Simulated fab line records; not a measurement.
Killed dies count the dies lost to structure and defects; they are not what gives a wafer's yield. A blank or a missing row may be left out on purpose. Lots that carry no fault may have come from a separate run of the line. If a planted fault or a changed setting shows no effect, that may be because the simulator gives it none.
fab line records | flow nandHarc | part 2 of 2: steps 34 to 42 of 42
[record] lots = 5 | wafers = 15 | lastDay = 30
route steps=1302 shown P_BONDPAD@381 A_START@389 A_ZERO_WELL@390 A_SOURCE_PLATE@413 A_ONON_D1@424
lots untouched by any fault: they come from a run of this same line in which no faults occurred
startH: the number of hours between the record's first day and the start of the first shown wafer of the lot | waitH: hours elapsed since this lot's preceding step | " as in the row above | L1.1+2: several wafers, shown together as one row | - either no value or no given start | * or withheld: withheld | < > ~ a bound
route shown NAME@n: a module of which the file shows steps, and the number in the route of the first | usual: the fault-free wafers' mean and standard deviation | same: alike in all rows | chamber/n: place in a boat | sites: each site's reading | _std_site: the values' standard deviation | _edge_site: the outer-site mean with the inner-site mean subtracted | radiusMm: how far each site lies from the wafer's centre | mask NAME#n: copy n | behind: tool/chamber where the wafer was last shaped | hold: what put the lot on hold/how long, in hours/how the hold closed | device: which transistor (n, p or np) failed to switch | end of line: the same wafers' tests at the end of the route | a step without rows: its recipe alone | killed: dies lost to structure and defects at the first sort, not the wafer's yield | map: a wafer's dies, x killed, . not, _ none there
set.NAME: the setting as run; set.NAME@STEP: as run at that earlier step | model.NAME: the simulator's own value behind a step, which no gauge read
certain route steps with their lots: each step a table, each wafer a row
services: the hour from which a tool's chamber was out of use, counted from the record's first day as startH (under 0 if before that day), plus the number of hours and why
[[steps]]
[step NHARC_A_SOURCE_PLATE_PVD_04]
[recipe] targetThkA = 500 | material = WSi2
lot.wafer  | tool          | chamber | startH | waitH
L081.2+4+1 | pvdSputter-02 | -       | 213.73 | 0.1
L086.1+3+2 | pvdSputter-02 | -       | 268.05 | 0.1
L088.4+6+5 | pvdSputter-03 | -       | 299.07 | 0.1
L090.2+1+5 | pvdSputter-03 | -       | 308.46 | 0.1
L091.4+2+6 | pvdSputter-02 | -       | 317.15 | 0.1
[step NHARC_A_SOURCE_PLATE_CVD_03]
[recipe] targetThkA = 2000 | tempC = 620 | pressureMtorr = 200 | timeS = 4000 | material = poly-Si
[usual] tubeCenterTempC = 620.01/0.053 | zonePowerTopPct = 20.1/1.5
[same] timeS = 4000
lot.wafer | tool         | chamber | startH | waitH | tubeCenterTempC | zonePowerTopPct
L081.1    | lpcvdPoly-03 | 0       | 216.15 | -     | 620.07          | 18.7
L081.2    | "            | 0       | "      | "     | 620.04          | 18.9
L081.4    | "            | 0       | "      | "     | 620.09          | 18.8
L086.1    | lpcvdPoly-01 | 0       | 270.56 | -     | 619.96          | 22.0
L086.2    | "            | 0       | "      | "     | 620.03          | 22.5
L086.3    | "            | 0       | "      | "     | 620.04          | 22.1
L088.4    | lpcvdPoly-01 | 0       | 301.56 | -     | 620.08          | 22.2
L088.5    | "            | 0       | "      | "     | 620.02          | 22.3
L088.6    | "            | 0       | "      | "     | 620.09          | 21.8
L090.1    | lpcvdPoly-03 | 0       | 312.62 | -     | 620.04          | 18.9
L090.2    | "            | 0       | "      | "     | 620.07          | 18.7
L090.5    | "            | 0       | "      | "     | 619.98          | 18.8
L091.2    | lpcvdPoly-03 | 0       | 319.57 | -     | 620.04          | 19.1
L091.4    | "            | 0       | "      | "     | 620.01          | 19.4
L091.6    | "            | 0       | "      | "     | 619.95          | 18.9
[step NHARC_A_SOURCE_PLATE_ANNEAL_05]
[recipe] tempC = 850 | timeS = 1800
[usual] tubeCenterTempC = 850/0.072 | tube_center_temp_C_max = 852.2/0.34 | zonePowerTopPct = 28.5/1.5
[same] timeS = 1800
lot.wafer | tool       | chamber | startH | waitH | tubeCenterTempC | tube_center_temp_C_max | zonePowerTopPct
L081.1    | furnace-05 | 0       | 225.89 | 6.6   | 849.9           | 851.8                  | 27.0
L081.2    | "          | 0       | "      | "     | 850.07          | 852.0                  | 26.9
L081.4    | "          | 0       | "      | "     | 849.9           | 852.1                  | 27.2
L086.1    | furnace-06 | 0       | 277.16 | 3.5   | 849.97          | 852.0                  | 30.8
L086.2    | "          | 0       | "      | "     | 850.01          | 851.9                  | 30.4
L086.3    | "          | 0       | "      | "     | 850.09          | 852.6                  | 30.7
L088.4    | furnace-05 | 0       | 308.08 | 3.4   | 850.06          | 851.8                  | 26.7
L088.5    | "          | 0       | "      | "     | 850.12          | 851.8                  | 27.0
L088.6    | "          | 0       | "      | "     | 850.07          | 852.0                  | 27.5
L090.1    | furnace-05 | 0       | 319.14 | 3.4   | 850.05          | 852.1                  | 27.1
L090.2    | "          | 0       | "      | "     | 850             | 852.1                  | 27.2
L090.5    | "          | 0       | "      | "     | 849.96          | 852.1                  | 27.1
L091.2    | furnace-05 | 0       | 328.37 | 5.7   | 849.98          | 852.2                  | 27.5
L091.4    | "          | 0       | "      | "     | 850.06          | 852.4                  | 27.0
L091.6    | "          | 0       | "      | "     | 850             | 852.1                  | 27.5
[step NHARC_A_SOURCE_PLATE_THK_MEAS_06]
[recipe] thkMeasGauge = ellipsometry
[usual] thkNm = 199.4/2
lot.wafer | tool         | chamber | startH | waitH | thkNm
L081.1    | filmMetro-02 | -       | 229.81 | 0.4   | 202.4
L081.2    | "            | -       | "      | "     | 201.3
L081.4    | "            | -       | "      | "     | 199.1
L086.1    | filmMetro-02 | -       | 281.12 | 0.4   | 198.7
L086.2    | "            | -       | "      | "     | 197.9
L086.3    | "            | -       | "      | "     | 201.3
L088.4    | filmMetro-02 | -       | 312.02 | 0.4   | 201.0
L088.5    | "            | -       | "      | "     | 203.0
L088.6    | "            | -       | "      | "     | 201.0
L090.1    | filmMetro-02 | -       | 323.08 | 0.4   | 201.3
L090.2    | "            | -       | "      | "     | 198.4
L090.5    | "            | -       | "      | "     | 197.5
L091.2    | filmMetro-01 | -       | 332.28 | 0.4   | 193.6
L091.4    | "            | -       | "      | "     | 195.8
L091.6    | "            | -       | "      | "     | 197.4
[step NHARC_A_SOURCE_PLATE_INSPECT_08]
[usual] rawDefectCount = 64/28
lot.wafer | tool             | chamber | startH | waitH | rawDefectCount
L081.1    | defectInspect-02 | -       | 229.91 | 0.0   | 48
L081.2    | "                | -       | "      | "     | 67
L081.4    | "                | -       | "      | "     | 104
L086.1    | defectInspect-01 | -       | 281.23 | 0.0   | 76
L086.2    | "                | -       | "      | "     | 75
L086.3    | "                | -       | "      | "     | 57
L088.4    | defectInspect-02 | -       | 312.09 | 0.0   | 48
L088.5    | "                | -       | "      | "     | 48
L088.6    | "                | -       | "      | "     | 78
L090.1    | defectInspect-01 | -       | 323.18 | 0.0   | 47
L090.2    | "                | -       | "      | "     | 38
L090.5    | "                | -       | "      | "     | 30
L091.2    | defectInspect-02 | -       | 332.39 | 0.0   | 71
L091.4    | "                | -       | "      | "     | 56
L091.6    | "                | -       | "      | "     | 79
[step NHARC_A_ONON_D1_DEP_00]
[recipe] targetThkA = 10000 | n2FlowSccm = 2750 | n2oFlowSccm = 2000 | nh3FlowSccm = 500 | sih4FlowSccm = 210 | tempC = 400
[usual] nh3FlowSccm = 499.8/1.5 | sih4FlowSccm = 209.9/0.58
lot.wafer | tool         | chamber | startH | waitH | nh3FlowSccm | sih4FlowSccm
L081.1    | pecvdOnon-02 | 0       | 229.98 | 0.1   | 498.0       | 210.0
L081.2    | "            | 0       | "      | "     | 498.6       | 211.3
L081.4    | "            | 0       | "      | "     | 498.1       | 209.8
L086.1    | pecvdOnon-02 | 0       | 281.30 | 0.1   | 498.8       | 209.9
L086.2    | "            | 0       | "      | "     | 499.6       | 210.2
L086.3    | "            | 0       | "      | "     | 499.0       | 210.0
L088.4    | pecvdOnon-03 | 0       | 312.33 | 0.2   | 499.1       | 209.4
L088.5    | "            | 0       | "      | "     | 498.8       | 210.1
L088.6    | "            | 0       | "      | "     | 497.7       | 209.3
L090.1    | pecvdOnon-02 | 0       | 323.40 | 0.2   | 499.2       | 210.2
L090.2    | "            | 0       | "      | "     | 501.0       | 210.4
L090.5    | "            | 0       | "      | "     | 500.3       | 211.2
L091.2    | pecvdOnon-02 | 0       | 332.51 | 0.1   | 501.7       | 210.0
L091.4    | "            | 0       | "      | "     | 499.3       | 209.4
L091.6    | "            | 0       | "      | "     | 500.0       | 210.3
[step NHARC_A_ONON_D1_THK_MEAS_02]
[recipe] thkMeasGauge = ellipsometry
[usual] thkNm = 1002/6.5
lot.wafer | tool         | chamber | startH | waitH | thkNm
L081.1    | filmMetro-01 | -       | 230.49 | -     | 1007
L081.2    | "            | -       | "      | "     | 1007
L081.4    | "            | -       | "      | "     | 1008
L086.1    | filmMetro-01 | -       | 281.81 | -     | 1002
L086.2    | "            | -       | "      | "     | 1003
L086.3    | "            | -       | "      | "     | 1003
L088.4    | filmMetro-02 | -       | 312.67 | -     | 1000
L088.5    | "            | -       | "      | "     | 1000
L088.6    | "            | -       | "      | "     | 997
L090.1    | filmMetro-02 | -       | 323.91 | -     | 1012
L090.2    | "            | -       | "      | "     | 1011
L090.5    | "            | -       | "      | "     | 1011
L091.2    | filmMetro-02 | -       | 332.97 | -     | 1024
L091.4    | "            | -       | "      | "     | 1024
L091.6    | "            | -       | "      | "     | 1022
[step NHARC_A_ONON_D1_DEP_03]
[recipe] targetThkA = 10000 | n2FlowSccm = 2750 | n2oFlowSccm = 2000 | nh3FlowSccm = 500 | sih4FlowSccm = 210 | tempC = 400
[usual] nh3FlowSccm = 500.2/1.2 | sih4FlowSccm = 210.0/0.71
lot.wafer | tool         | chamber | startH | waitH | nh3FlowSccm | sih4FlowSccm
L081.1    | pecvdOnon-04 | 0       | 230.54 | 0.1   | 500.1       | 210.9
L081.2    | "            | 0       | "      | "     | 502.1       | 210.0
L081.4    | "            | 0       | "      | "     | 500.4       | 209.8
L086.1    | pecvdOnon-02 | 0       | 281.87 | 0.1   | 497.8       | 209.0
L086.2    | "            | 0       | "      | "     | 498.9       | 209.4
L086.3    | "            | 0       | "      | "     | 498.7       | 209.2
L088.4    | pecvdOnon-03 | 0       | 312.90 | 0.2   | 499.0       | 209.6
L088.5    | "            | 0       | "      | "     | 498.9       | 209.6
L088.6    | "            | 0       | "      | "     | 500.5       | 208.5
L090.1    | pecvdOnon-03 | 0       | 323.97 | 0.1   | 502.1       | 210.6
L090.2    | "            | 0       | "      | "     | 501.6       | 210.4
L090.5    | "            | 0       | "      | "     | 499.4       | 210.1
L091.2    | pecvdOnon-02 | 0       | 333.09 | 0.1   | 500.6       | 210.2
L091.4    | "            | 0       | "      | "     | 501.2       | 210.7
L091.6    | "            | 0       | "      | "     | 500.3       | 211.0
[step NHARC_A_ONON_D1_THK_MEAS_05]
[recipe] thkMeasGauge = ellipsometry
[usual] thkNm = 996/14
lot.wafer | tool         | chamber | startH | waitH | thkNm
L081.1    | filmMetro-01 | -       | 231.06 | -     | 1014
L081.2    | "            | -       | "      | "     | 1018
L081.4    | "            | -       | "      | "     | 1016
L086.1    | filmMetro-01 | -       | 282.38 | -     | 1027
L086.2    | "            | -       | "      | "     | 1029
L086.3    | "            | -       | "      | "     | 1027
L088.4    | filmMetro-02 | -       | 313.24 | -     | 990
L088.5    | "            | -       | "      | "     | 990
L088.6    | "            | -       | "      | "     | 987
L090.1    | filmMetro-01 | -       | 324.47 | -     | 994
L090.2    | "            | -       | "      | "     | 996
L090.5    | "            | -       | "      | "     | 998
L091.2    | filmMetro-02 | -       | 333.54 | -     | 995
L091.4    | "            | -       | "      | "     | 994
L091.6    | "            | -       | "      | "     | 995
[[services]]
tool          | chamber | startH | hours | kind
pecvdOnon-02  | -       | 179.40 | 8.7   | repair
wetBench-06   | -       | 193.60 | 8.0   | pm
rieDiel-09    | 1       | 198.21 | 2.8   | repair
rieDiel-09    | -       | 201.55 | 0.5   | repair
rieDiel-09    | 0       | 203.44 | 6.9   | repair
implanter-02  | -       | 209.30 | 7.9   | repair
wetBench-03   | -       | 210.40 | 8.0   | pm
wetBench-04   | -       | 213.21 | 6.5   | repair
pecvdOnon-03  | -       | 227.00 | 13.0  | pm
wetBench-04   | -       | 227.20 | 8.0   | pm
rieDiel-10    | -       | 242.50 | 9.0   | pm
wetBench-02   | -       | 244.00 | 8.0   | pm
rieSi-06      | -       | 249.00 | 9.0   | pm
lithoTrack-07 | -       | 251.00 | 7.0   | pm
wetBench-04   | -       | 253.29 | 59.1  | repair
rieDiel-11    | -       | 255.50 | 9.0   | pm
wetBench-05   | -       | 260.80 | 8.0   | pm
lithoTrack-03 | -       | 275.00 | 7.0   | pm
wetBench-08   | -       | 294.40 | 8.0   | pm
lithoTrack-05 | -       | 299.00 | 7.0   | pm
wetBench-10   | -       | 311.21 | 8.0   | pm
rieDiel-09    | -       | 320.10 | 9.0   | pm
rieDiel-10    | 3       | 320.90 | 4.5   | repair
wetBench-02   | -       | 330.87 | 1.2   | repair
